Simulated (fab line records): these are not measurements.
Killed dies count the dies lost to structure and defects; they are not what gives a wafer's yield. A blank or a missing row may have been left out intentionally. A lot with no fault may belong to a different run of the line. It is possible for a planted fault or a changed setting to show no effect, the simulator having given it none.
What tool caused it? :: flow n5-finfet :: 10 lots with 25 wafers sampled at 6 steps, on a route of 1938 steps

== WHAT THE GAUGES READ, wafer by wafer ==
N5_FIN_CUT_OVL_MEAS_09.
lot: L740
measured: day 2 04:12
on: overlay-02
FIN_CUT_OVL (nm): 0.3 -0.1

lot: L741
measured: day 2 09:52
on: overlay-02
FIN_CUT_OVL (nm): -0.3 -0.8

lot: L742
measured: day 2 15:57
on: overlay-02
FIN_CUT_OVL (nm): -0.9 0.2

lot: L744
measured: day 3 04:55
on: overlay-01
FIN_CUT_OVL (nm): -1.7 -0.5 0.7

lot: L747
measured: day 3 21:05
on: overlay-02
FIN_CUT_OVL (nm): -1.5 -0.3 -0.6

lot: L748
measured: day 4 02:05
on: overlay-02
FIN_CUT_OVL (nm): 0.1 0.4 0.4

lot: L749
measured: day 4 10:46
on: overlay-01
FIN_CUT_OVL (nm): 0.7 0.8

lot: L755
measured: day 6 00:00
on: overlay-01
FIN_CUT_OVL (nm): -0.7 -0.2 0.2

lot: L760
measured: day 7 02:13
on: overlay-01
FIN_CUT_OVL (nm): -0.5 -0.4 -0.6

lot: L762
measured: day 7 14:08
on: overlay-01
FIN_CUT_OVL (nm): -1.1 -1.5

N5_FIN_CUT_INSPECT_10: inspects for defects (brightfield).
lot: L740
measured: day 2 04:16
on: defect-inspect-02
raw-defect-count: 38 27

lot: L741
measured: day 2 09:55
on: defect-inspect-01
raw-defect-count: 41 52

lot: L742
measured: day 2 16:00
on: defect-inspect-02
raw-defect-count: 61 57

lot: L744
measured: day 3 04:59
on: defect-inspect-01
raw-defect-count: 56 31 38

lot: L747
measured: day 3 21:09
on: defect-inspect-02
raw-defect-count: 51 54 41

lot: L748
measured: day 4 02:08
on: defect-inspect-01
raw-defect-count: 53 47 65

lot: L749
measured: day 4 10:49
on: defect-inspect-02
raw-defect-count: 48 60

lot: L755
measured: day 6 00:03
on: defect-inspect-02
raw-defect-count: 300 306 284

lot: L760
measured: day 7 02:16
on: defect-inspect-01
raw-defect-count: 59 42 33

lot: L762
measured: day 7 14:10
on: defect-inspect-01
raw-defect-count: 42 52

N5_BEOL_M4_RC_MEAS_101.
lot: L740
measured: day 7 22:37
on: prober-01
DIBL_N (mV/V): 37.7 36.3
DIBL_P (mV/V): 35.8 33.6
IOFF_N (nA/um): 0.20 0.16
IOFF_P (nA/um): 0.20 0.16
ION_N (uA/um): 667 675
ION_P (uA/um): 455 452
SS_N (mV/dec): 72.2 71.1
SS_P (mV/dec): 72.8 72.4
VT_N (mV): 249 250
VT_P (mV): -252 -255

lot: L741
measured: day 7 20:10
on: prober-01
DIBL_N (mV/V): 35.2 36.8
DIBL_P (mV/V): 35.1 35.2
IOFF_N (nA/um): 0.17 0.21
IOFF_P (nA/um): 0.22 0.22
ION_N (uA/um): 691 694
ION_P (uA/um): 472 466
SS_N (mV/dec): 70.9 71.7
SS_P (mV/dec): 73.1 73.5
VT_N (mV): 244 242
VT_P (mV): -245 -246

lot: L742
measured: day 8 10:36
on: prober-01
DIBL_N (mV/V): 40.0 32.6
DIBL_P (mV/V): 37.8 30.3
IOFF_N (nA/um): 0.23 0.12
IOFF_P (nA/um): 0.28 0.18
ION_N (uA/um): 690 679
ION_P (uA/um): 468 474
SS_N (mV/dec): 72.1 69.8
SS_P (mV/dec): 74.2 72.2
VT_N (mV): 242 249
VT_P (mV): -246 -251

lot: L744
measured: day 9 05:07
on: prober-01
DIBL_N (mV/V): 37.3 32.4 38.7
DIBL_P (mV/V): 37.2 31.9 39.4
IOFF_N (nA/um): 0.17 0.11 0.20
IOFF_P (nA/um): 0.19 0.14 0.25
ION_N (uA/um): 664 654 670
ION_P (uA/um): 446 445 459
SS_N (mV/dec): 72.3 70.8 71.8
SS_P (mV/dec): 73.7 72.6 74.5
VT_N (mV): 251 256 246
VT_P (mV): -255 -257 -251

lot: L747
measured: day 9 13:16
on: prober-01
DIBL_N (mV/V): 34.7 35.0 37.0
DIBL_P (mV/V): 33.1 34.7 35.0
IOFF_N (nA/um): 0.14 0.15 0.18
IOFF_P (nA/um): 0.18 0.20 0.20
ION_N (uA/um): 668 675 661
ION_P (uA/um): 461 464 456
SS_N (mV/dec): 71.0 71.1 73.0
SS_P (mV/dec): 72.9 73.1 73.8
VT_N (mV): 250 249 249
VT_P (mV): -253 -250 -250

lot: L748
measured: day 9 20:21
on: prober-02
DIBL_N (mV/V): 35.6 34.8 35.3
DIBL_P (mV/V): 34.3 33.3 34.1
IOFF_N (nA/um): 0.16 0.13 0.14
IOFF_P (nA/um): 0.23 0.22 0.23
ION_N (uA/um): 701 683 686
ION_P (uA/um): 483 475 472
SS_N (mV/dec): 71.3 69.7 70.6
SS_P (mV/dec): 72.8 72.4 72.8
VT_N (mV): 243 248 248
VT_P (mV): -245 -248 -247

lot: L749
measured: day 10 00:16
on: prober-01
DIBL_N (mV/V): 35.4 37.5
DIBL_P (mV/V): 34.6 39.3
IOFF_N (nA/um): 0.14 0.18
IOFF_P (nA/um): 0.15 0.25
ION_N (uA/um): 656 675
ION_P (uA/um): 445 459
SS_N (mV/dec): 71.9 71.5
SS_P (mV/dec): 72.7 73.4
VT_N (mV): 252 247
VT_P (mV): -257 -250

lot: L755
measured: day 12 04:15
on: prober-01
DIBL_N (mV/V): 38.6 38.6 35.6
DIBL_P (mV/V): 39.3 39.2 36.2
IOFF_N (nA/um): 0.22 0.21 0.17
IOFF_P (nA/um): 0.24 0.26 0.20
ION_N (uA/um): 685 683 696
ION_P (uA/um): 466 472 474
SS_N (mV/dec): 72.4 72.2 71.3
SS_P (mV/dec): 73.3 73.0 72.3
VT_N (mV): 248 248 248
VT_P (mV): -251 -248 -249

lot: L760
measured: day 12 12:43
on: prober-01
DIBL_N (mV/V): 36.8 31.9 35.9
DIBL_P (mV/V): 37.8 32.6 36.6
IOFF_N (nA/um): 0.16 0.09 0.15
IOFF_P (nA/um): 0.21 0.15 0.20
ION_N (uA/um): 685 660 676
ION_P (uA/um): 465 463 468
SS_N (mV/dec): 71.4 70.5 71.2
SS_P (mV/dec): 73.6 71.4 72.9
VT_N (mV): 250 258 251
VT_P (mV): -248 -256 -251

lot: L762
measured: day 13 13:23
on: prober-01
DIBL_N (mV/V): 34.7 33.0
DIBL_P (mV/V): 35.0 31.9
IOFF_N (nA/um): 0.12 0.11
IOFF_P (nA/um): 0.17 0.15
ION_N (uA/um): 664 663
ION_P (uA/um): 460 464
SS_N (mV/dec): 71.2 70.9
SS_P (mV/dec): 72.7 71.9
VT_N (mV): 254 258
VT_P (mV): -253 -256

== WHAT TOOL EACH LOT RAN ON (gives the tool, then ch and the chambers of the sampled wafers, and finally the start) ==
lot: L740
N5_FIN_SAQP_RECESS_63: vapor-etch-01 ch 0,1, day 2 01:49
N5_FIN_SAQP_STRIP_77: rie-diel-04 ch 0,3, day 2 03:18
N5_FIN_CUT_ETCH_21: rie-diel-06 ch 0,3, day 2 04:23

lot: L741
N5_FIN_SAQP_RECESS_63: vapor-etch-01 ch 0,1, day 2 07:26
N5_FIN_SAQP_STRIP_77: rie-diel-04 ch 1, day 2 08:57
N5_FIN_CUT_ETCH_21: rie-diel-06 ch 1,3, day 2 10:02

lot: L742
N5_FIN_SAQP_RECESS_63: vapor-etch-02 ch 0,1, day 2 12:38
N5_FIN_SAQP_STRIP_77: rie-diel-05 ch 3, day 2 15:02
N5_FIN_CUT_ETCH_21: rie-diel-02 ch 0,2, day 2 16:08

lot: L744
N5_FIN_SAQP_RECESS_63: vapor-etch-02 ch 0,1, day 3 01:50
N5_FIN_SAQP_STRIP_77: rie-diel-03 ch 0,2, day 3 04:01
N5_FIN_CUT_ETCH_21: rie-diel-02 ch 1,2, day 3 05:06

lot: L747
N5_FIN_SAQP_RECESS_63: vapor-etch-01 ch 0,1, day 3 18:43
N5_FIN_SAQP_STRIP_77: rie-diel-03 ch 1,2,3, day 3 20:18
N5_FIN_CUT_ETCH_21: rie-diel-06 ch 0,1, day 3 21:16

lot: L748
N5_FIN_SAQP_RECESS_63: vapor-etch-01 ch 0,1, day 3 23:46
N5_FIN_SAQP_STRIP_77: rie-diel-03 ch 0,1,3, day 4 01:11
N5_FIN_CUT_ETCH_21: rie-diel-06 ch 0,2,3, day 4 02:16

lot: L749
N5_FIN_SAQP_RECESS_63: vapor-etch-01 ch 0,1, day 4 08:21
N5_FIN_SAQP_STRIP_77: rie-diel-05 ch 2,3, day 4 09:59
N5_FIN_CUT_ETCH_21: rie-diel-01 ch 1,3, day 4 11:07

lot: L755
N5_FIN_SAQP_RECESS_63: vapor-etch-02 ch 0,1, day 5 21:55
N5_FIN_SAQP_STRIP_77: rie-diel-05 ch 2,3, day 5 23:13
N5_FIN_CUT_ETCH_21: rie-diel-02 ch 0,1,3, day 6 00:10

lot: L760
N5_FIN_SAQP_RECESS_63: vapor-etch-01 ch 1, day 6 23:55
N5_FIN_SAQP_STRIP_77: rie-diel-03 ch 0,1,3, day 7 01:26
N5_FIN_CUT_ETCH_21: rie-diel-06 ch 0,1, day 7 02:32

lot: L762
N5_FIN_SAQP_RECESS_63: vapor-etch-01 ch 0,1, day 7 12:02
N5_FIN_SAQP_STRIP_77: rie-diel-03 ch 0,1, day 7 13:15
N5_FIN_CUT_ETCH_21: rie-diel-02 ch 2,3, day 7 14:26
- N5_FIN_SAQP_RECESS_63: chemistry HF/NH3, target SiO2, target depth 18 nm, afs cycles 3, sublimation time 60 s.
- N5_FIN_SAQP_STRIP_77: strips in N2/H2, time 90 s.
- N5_FIN_CUT_ETCH_21: etches SOC in N2/H2, target depth 219 nm, overetch 43.8 nm, time 523.5 s.

== AS READ BY THE TOOLS THEMSELVES (means over the sampled wafers that have a number; for cases with no such wafer, the mark the record gives instead) ==
N5_FIN_SAQP_RECESS_63.
lot: L740
tool: vapor-etch-01
drypump-motor-current-A (A): 5.65

lot: L741
tool: vapor-etch-01
drypump-motor-current-A (A): 5.64

lot: L742
tool: vapor-etch-02
drypump-motor-current-A (A): 5.56

lot: L744
tool: vapor-etch-02
drypump-motor-current-A (A): 5.66

lot: L747
tool: vapor-etch-01
drypump-motor-current-A (A): 5.67

lot: L748
tool: vapor-etch-01
drypump-motor-current-A (A): 5.62

lot: L749
tool: vapor-etch-01
drypump-motor-current-A (A): 5.64

lot: L755
tool: vapor-etch-02
drypump-motor-current-A (A): 5.65

lot: L760
tool: vapor-etch-01
drypump-motor-current-A (A): 5.72

lot: L762
tool: vapor-etch-01
drypump-motor-current-A (A): 5.64

N5_FIN_SAQP_STRIP_77.
lot: L740
tool: rie-diel-04
drypump-motor-current-A (A): 5.5
oes-product-au (a.u.): 0.83
rf-vpp-V (V): 46.0
showerhead-plenum-p-Torr (Torr): 3.46
throttle-valve-pct (%): 12.04

lot: L741
tool: rie-diel-04
drypump-motor-current-A (A): 5.3
oes-product-au (a.u.): 0.70
rf-vpp-V (V): 46.0
showerhead-plenum-p-Torr (Torr): 3.36
throttle-valve-pct (%): 12.87

lot: L742
tool: rie-diel-05
drypump-motor-current-A (A): 5.8
oes-product-au (a.u.): 0.74
rf-vpp-V (V): 45.9
showerhead-plenum-p-Torr (Torr): 3.37
throttle-valve-pct (%): 12.38

lot: L744
tool: rie-diel-03
drypump-motor-current-A (A): 5.5
oes-product-au (a.u.): 0.72
rf-vpp-V (V): 45.9
showerhead-plenum-p-Torr (Torr): 3.44
throttle-valve-pct (%): 12.36

lot: L747
tool: rie-diel-03
drypump-motor-current-A (A): 5.7
oes-product-au (a.u.): 0.76
rf-vpp-V (V): 45.3
showerhead-plenum-p-Torr (Torr): 3.46
throttle-valve-pct (%): 12.38

lot: L748
tool: rie-diel-03
drypump-motor-current-A (A): 5.9
oes-product-au (a.u.): 0.74
rf-vpp-V (V): 44.7
showerhead-plenum-p-Torr (Torr): 3.42
throttle-valve-pct (%): 12.36

lot: L749
tool: rie-diel-05
drypump-motor-current-A (A): 5.5
oes-product-au (a.u.): 0.76
rf-vpp-V (V): 44.1
showerhead-plenum-p-Torr (Torr): 3.40
throttle-valve-pct (%): 12.31

lot: L755
tool: rie-diel-05
drypump-motor-current-A (A): 5.6
oes-product-au (a.u.): 0.74
rf-vpp-V (V): 44.3
showerhead-plenum-p-Torr (Torr): 3.38
throttle-valve-pct (%): 12.38

lot: L760
tool: rie-diel-03
drypump-motor-current-A (A): 5.9
oes-product-au (a.u.): 0.82
rf-vpp-V (V): 45.0
showerhead-plenum-p-Torr (Torr): 3.40
throttle-valve-pct (%): 12.21

lot: L762
tool: rie-diel-03
drypump-motor-current-A (A): 6.0
oes-product-au (a.u.): 0.76
rf-vpp-V (V): 44.1
showerhead-plenum-p-Torr (Torr): 3.38
throttle-valve-pct (%): 12.27

N5_FIN_CUT_ETCH_21.
lot: L740
tool: rie-diel-06
drypump-motor-current-A (A): 5.1
oes-product-au (a.u.): 0.70
rf-vpp-V (V): 240.4
showerhead-plenum-p-Torr (Torr): 2.54
throttle-valve-pct (%): 17.93

lot: L741
tool: rie-diel-06
drypump-motor-current-A (A): 5.5
oes-product-au (a.u.): 0.67
rf-vpp-V (V): 240.4
showerhead-plenum-p-Torr (Torr): 2.53
throttle-valve-pct (%): 18.09

lot: L742
tool: rie-diel-02
drypump-motor-current-A (A): 5.7
oes-product-au (a.u.): 0.80
rf-vpp-V (V): 241.6
showerhead-plenum-p-Torr (Torr): 2.59
throttle-valve-pct (%): 17.47

lot: L744
tool: rie-diel-02
drypump-motor-current-A (A): 5.8
oes-product-au (a.u.): 0.68
rf-vpp-V (V): 241.5
showerhead-plenum-p-Torr (Torr): 2.57
throttle-valve-pct (%): 17.57

lot: L747
tool: rie-diel-06
drypump-motor-current-A (A): 5.8
oes-product-au (a.u.): 0.67
rf-vpp-V (V): 242.5
showerhead-plenum-p-Torr (Torr): 2.66
throttle-valve-pct (%): 18.03

lot: L748
tool: rie-diel-06
drypump-motor-current-A (A): 5.1
oes-product-au (a.u.): 0.73
rf-vpp-V (V): 240.6
showerhead-plenum-p-Torr (Torr): 2.55
throttle-valve-pct (%): 17.84

lot: L749
tool: rie-diel-01
drypump-motor-current-A (A): 5.3
oes-product-au (a.u.): 0.69
rf-vpp-V (V): 241.1
showerhead-plenum-p-Torr (Torr): 2.58
throttle-valve-pct (%): 17.90

lot: L755
tool: rie-diel-02
drypump-motor-current-A (A): 5.8
oes-product-au (a.u.): 0.72
rf-vpp-V (V): 241.8
showerhead-plenum-p-Torr (Torr): 2.54
throttle-valve-pct (%): 17.70

lot: L760
tool: rie-diel-06
drypump-motor-current-A (A): 5.7
oes-product-au (a.u.): 0.66
rf-vpp-V (V): 242.2
showerhead-plenum-p-Torr (Torr): 2.65
throttle-valve-pct (%): 18.07

lot: L762
tool: rie-diel-02
drypump-motor-current-A (A): 5.7
oes-product-au (a.u.): 0.66
rf-vpp-V (V): 241.0
showerhead-plenum-p-Torr (Torr): 2.54
throttle-valve-pct (%): 17.88

== THE ANSWER, worked out from the rows above alone ==
Rule: what is usual is taken from the lots themselves. Put in order of their means at a reading, lots are off if they are a third of the lots or fewer, leave a main group of 4 or more, and stand apart from it by a gap of 3 or more times the standard deviation of the main group's means; of several such gaps the widest counts. A main group whose means are all the same, to the digits that the tables above print for the reading, isn't used. Also off: a lot with no number at a reading for which 4 or more lots have one. All remaining lots with rows at the step are treated as sound. After the gauges, taken in route order, come the tools' own readings; for these a lot's mean is taken, as printed above. The first step at which some lot is off is used, and at that step the reading that is off furthest; a lot without a number counts as furthest.
Off: L755, at N5_FIN_CUT_INSPECT_10 (raw-defect-count). Mean 48 and standard deviation 7.5 in the main group.
If a tool, at a process step before that reading, ran all the lots that are off and no sound lot after the first of them, it fits. The gauges at N5_FIN_CUT_INSPECT_10 are tried like those tools. Can't be told from this: 3 tools fit, vapor-etch-02 at N5_FIN_SAQP_RECESS_63, rie-diel-05 at N5_FIN_SAQP_STRIP_77, defect-inspect-02 at N5_FIN_CUT_INSPECT_10.

== WHAT THE SIMULATOR HAD INSERTED ==
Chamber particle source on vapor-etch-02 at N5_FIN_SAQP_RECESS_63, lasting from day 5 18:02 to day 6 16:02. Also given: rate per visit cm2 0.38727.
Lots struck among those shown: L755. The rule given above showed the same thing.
